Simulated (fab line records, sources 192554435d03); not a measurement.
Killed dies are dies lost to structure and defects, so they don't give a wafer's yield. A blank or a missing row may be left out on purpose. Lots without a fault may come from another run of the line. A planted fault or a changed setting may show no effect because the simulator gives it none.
Split-lot experiment | flow n5_finfet | 7 lots, 21 wafers read, on a route of 1938 steps

THE SPLIT
At N5_BEOL_M6_TRENCH_ETCH_37 (etches SiCOH lowk in C4F6/O2, target depth 94.435 nm, time 31.5 s), the setting time_s was moved away from the recipe's 31.5 s on 7 of the 21 wafers read, by -10.9% to +19.1%. The other wafers ran this setting at the recipe's value.

FROM THE SPLIT TO THE READING: what the file shows between them, 11 steps
- N5_BEOL_M6_ETCH_41: etches SiCN in CH3F/O2, target depth 29.7 nm, time 52 s
- N5_BEOL_M6_STRIP_80: strips in N2/H2, time 10 s
- N5_BEOL_M6_OCD_MEAS_38
- N5_BEOL_M6_HM_STRIP_39: strips TiN in peroxide tin strip, target depth 25 nm, time 158 s
- N5_BEOL_M6_SRD_40: time 30 s
- N5_BEOL_M6_ECD_50: material Cu, target thk 300 nm
- N5_BEOL_M6_ANNEAL_51: time 90 s
- N5_BEOL_M6_CMP_52: polishes, stops on SiCOH lowk, t overpolish 6.9 s, target thk 80 nm
- N5_BEOL_M6_THK_MEAS_53: measures by xrf
- N5_BEOL_M6_PRE_CLEAN_55: time 15 s
- N5_BEOL_M6_DEP_56: deposits SiCN from 3MS/NH3, target thk 10 nm, time 17.5 s

THE READING
M6_RS, in ohm/sq, at N5_BEOL_M6_RS_MEAS_57 (measures by four-point-probe). Fault-free wafers of this fab line usually give 0.282 ohm/sq, standard deviation 0.009 ohm/sq.

wafer  | tool, chamber at the split | time_s as run, s | against the recipe | M6_RS, ohm/sq | against lot-mates on the recipe
L077.1 | rie_diel-04, 3             | 31.5             | recipe             | 0.261         | -
L077.4 | rie_diel-04, 2             | 31.5             | recipe             | 0.277         | -
L077.6 | rie_diel-04, 1             | 31.5             | recipe             | 0.271         | -
L079.2 | rie_diel-04, 1             | 34.6             | +9.8%              | 0.248         | -0.028
L079.4 | rie_diel-04, 3             | 31.5             | recipe             | 0.276         | -
L079.5 | rie_diel-04, 1             | 34.6             | +9.8%              | 0.244         | -0.032
L088.1 | rie_diel-03, 0             | 33.49            | +6.3%              | 0.257         | -0.024
L088.5 | rie_diel-03, 3             | 31.5             | recipe             | 0.287         | -
L088.6 | rie_diel-03, 0             | 31.5             | recipe             | 0.275         | -
L095.2 | rie_diel-02, 3             | 28.07            | -10.9%             | 0.344         | +0.061
L095.5 | rie_diel-02, 0             | 31.5             | recipe             | 0.283         | -
L095.6 | rie_diel-02, 1             | 28.07            | -10.9%             | 0.333         | +0.050
L094.1 | rie_diel-04, 1             | 31.5             | recipe             | 0.276         | -
L094.3 | rie_diel-04, 0             | 31.5             | recipe             | 0.277         | -
L094.4 | rie_diel-04, 2             | 31.5             | recipe             | 0.291         | -
L089.1 | rie_diel-03, 1             | 31.5             | recipe             | 0.290         | -
L089.2 | rie_diel-03, 0             | 31.5             | recipe             | 0.267         | -
L089.6 | rie_diel-03, 3             | 31.5             | recipe             | 0.275         | -
L092.1 | rie_diel-02, 2             | 37.53            | +19.1%             | 0.211         | -0.079
L092.2 | rie_diel-02, 1             | 31.5             | recipe             | 0.290         | -
L092.4 | rie_diel-02, 3             | 37.53            | +19.1%             | 0.227         | -0.063

THE FIT
A straight line over all 21 wafers: M6_RS changes by -0.00374 ohm/sq for each +1% of time_s; r = -0.94; the points scatter about the line by 0.01 ohm/sq.
The same after taking each lot's own level away (the mean of its wafers on the recipe; 21 wafers): -0.00397 ohm/sq for each +1%; r = -0.97; scatter 0.0079 ohm/sq.
On that fit, the largest move of time_s shifts the reading by 0.076 ohm/sq.
The lots' own levels span 0.2697 to 0.2900 ohm/sq, that is 2.3 times the standard deviation above.
So the lot-to-lot level changes the slope little: the two slopes agree.
Check: with one of the wafers moved furthest among these (+19.1%) left out of the fit, the line predicts -0.0709 ohm/sq for it against its lot-mates. It came out at -0.079 ohm/sq against them.

OTHER SPLITS ON THESE WAFERS
These wafers also went through other splits before the reading. Each is held against what the fit with the lots' levels taken away leaves over:
other split on the same wafers   | wafers away from the commonest value | r with M6_RS (lot level and that fit taken away)
N5_BEOL_M5_TRENCH_ETCH_37 bias_w | 11                                   | -0.34
N5_BEOL_M5_ETCH_41 source_w      | 11                                   | -0.09

THE WHOLE CHAIN: every reading that the file lists as answering this split, in the file's order
step                      | what it does                                                        | reading                                                                      | change (the file's fit)               | r (the file's)
N5_BEOL_M6_TRENCH_ETCH_37 | etches SiCOH lowk in C4F6/O2, target depth 94.435 nm, time 31.5 s   | etch.depth_nm (the simulator's own value, which no gauge read)               | +0.992 nm for each +1% of the setting | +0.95
N5_BEOL_M6_TRENCH_ETCH_37 | etches SiCOH lowk in C4F6/O2, target depth 94.435 nm, time 31.5 s   | BEOL_M6.feature_depth_nm (the simulator's own value, which no gauge read)    | +0.993 nm for each +1% of the setting | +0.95
N5_BEOL_M6_OCD_MEAS_38    |                                                                     | trench_depth_nm                                                              | +1.03 nm for each +1% of the setting  | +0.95
N5_BEOL_M6_CMP_52         | polishes, stops on SiCOH lowk, t overpolish 6.9 s, target thk 80 nm | Cu_of_BEOL_M6_ECD_50.thk_nm (the simulator's own value, which no gauge read) | +1.06 nm for each +1% of the setting  | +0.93
N5_BEOL_M6_THK_MEAS_53    | measures by xrf                                                     | M6_THK                                                                       | +1.06 for each +1% of the setting     | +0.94
N5_BEOL_M6_RS_MEAS_57     | measures by four-point-probe                                        | M6_RS                                                                        | -0.00387 for each +1% of the setting  | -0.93

THE FILE'S OWN FIT
M6_RS changes by -0.00387 ohm/sq for each +1% of time_s, r = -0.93.
